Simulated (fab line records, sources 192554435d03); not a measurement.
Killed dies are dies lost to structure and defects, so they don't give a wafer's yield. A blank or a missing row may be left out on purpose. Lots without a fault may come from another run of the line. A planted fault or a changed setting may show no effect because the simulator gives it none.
Chamber matching | flow n5_finfet | N5_FIN_SAQP_PECVD_06 on pecvd-04: 3 sister chambers
The step deposits a-Si from SiH4/He, target thk 60 nm, time 48.1 s. 16 wafers are shown with their chamber, then 8 later ones without.

WAFERS WITH THEIR CHAMBER
wafer  | chamber | throttle_valve_pct (%) | showerhead_vpp_V (V) | showerhead_plenum_p_Torr (Torr)
L074.2 | 0       | 17.9                   | 624                  | 5.59
L074.3 | 1       | 20.0                   | 632                  | 5.71
L074.5 | 2       | 16.5                   | 555                  | 5.58
L077.1 | 0       | 17.8                   | 624                  | 5.58
L077.2 | 1       | 20.0                   | 637                  | 5.71
L077.5 | 2       | 16.7                   | 564                  | 5.61
L079.1 | 2       | 16.4                   | 567                  | 5.61
L079.2 | 0       | 17.6                   | 623                  | 5.59
L079.3 | 1       | 19.7                   | 634                  | 5.73
L082.1 | 0       | 17.7                   | 622                  | 5.59
L082.2 | 1       | 19.8                   | 636                  | 5.73
L082.5 | 1       | 19.9                   | 636                  | 5.71
L084.2 | 0       | 17.6                   | 629                  | 5.59
L084.4 | 0       | 17.9                   | 639                  | 5.58
L084.6 | 2       | 16.7                   | 559                  | 5.61
L087.4 | 0       | 17.7                   | 637                  | 5.59

SIGNATURES (means of the wafers above)
reading                  | chamber 0 | chamber 1 | chamber 2 | scatter within a chamber
throttle_valve_pct       | 17.743    | 19.880    | 16.575    | 0.134
showerhead_vpp_V         | 628.29    | 635.00    | 561.25    | 5.52
showerhead_plenum_p_Torr | 5.5871    | 5.7180    | 5.6025    | 0.00999
Rule: a wafer's distance from a chamber is the root of the sum, over the readings, of the square of ((its reading less the chamber's mean) divided by the reading's scatter). The wafer belongs to the nearest chamber; if the next one is less than 2 further off, it can't be placed. The scatter: the root of (the sum of the squares of (reading less its chamber's mean) over the shown wafers, divided by (wafers less chambers)).

WAFERS WITHOUT THEIR CHAMBER
wafer  | throttle_valve_pct (%) | showerhead_vpp_V (V) | showerhead_plenum_p_Torr (Torr)
L087.5 | 19.7                   | 633                  | 5.72
L087.6 | 16.7                   | 557                  | 5.61
L089.1 | 16.6                   | 564                  | 5.61
L089.3 | 17.7                   | 621                  | 5.58
L089.5 | 17.7                   | 638                  | 5.59
L092.3 | 17.6                   | 625                  | 5.59
L092.4 | 19.9                   | 636                  | 5.72
L092.5 | 17.6                   | 629                  | 5.58

WHICH CHAMBER EACH WENT THROUGH
wafer  | from the rows above | in truth
L087.5 | 1                   | 1
L087.6 | 2                   | 2
L089.1 | 2                   | 2
L089.3 | 0                   | 0
L089.5 | 0                   | 0
L092.3 | 0                   | 0
L092.4 | 1                   | 1
L092.5 | 0                   | 0
Placed correctly: 8 of 8. Can't be placed from these rows: 0. Placed wrongly: 0.
